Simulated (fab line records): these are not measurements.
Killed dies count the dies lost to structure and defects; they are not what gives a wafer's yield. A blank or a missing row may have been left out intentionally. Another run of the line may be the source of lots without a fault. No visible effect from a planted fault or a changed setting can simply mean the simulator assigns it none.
Matching of chambers	flow n5 finfet	N5_BEOL_M2_DEP_57 on pecvd-02: 3 sister chambers
The step deposits SiCN from 3MS/NH3, target thk 8 nm, time 14 s. 6 wafers are shown with their chamber, then 7 later ones without.

WAFERS PAIRED WITH THEIR CHAMBERS
wafer	chamber	showerhead vpp V (V)	showerhead plenum p Torr (Torr)
L084.2	1	761	3.685
L082.1	2	824	3.636
L082.5	0	849	3.671
L082.6	1	773	3.673
L087.2	2	836	3.644
L087.4	0	862	3.674

WAFERS MISSING THEIR CHAMBER
wafer	showerhead vpp V (V)	showerhead plenum p Torr (Torr)
L087.6	770	3.672
L093.2	874	3.684
L093.3	838	3.635
L093.4	777	3.681
L095.4	829	3.629
L095.5	771	3.671
L095.6	861	3.683

WHICH CHAMBER EACH WENT THROUGH
wafer	from the rows above	in truth
L087.6	1	1
L093.2	0	0
L093.3	2	2
L093.4	1	1
L095.4	2	2
L095.5	1	1
L095.6	0	0
Placed correctly: 7 of 7. Number that these rows cannot place: 0. Wrongly placed: 0.
How it was worked out, from the rows above alone: a wafer's distance from a chamber is the root of the sum, over the readings, of the square of ((its reading less the chamber's mean) divided by the reading's scatter). If the next closest chamber is less than 2 further off than the closest, the wafer can't be placed; otherwise it belongs to the closest. The mean given for a chamber averages the wafers shown for that chamber. How the scatter is found: for the shown wafers, subtract from each reading the mean of its chamber, square and add these, divide the total by (wafers less chambers), then take the root.
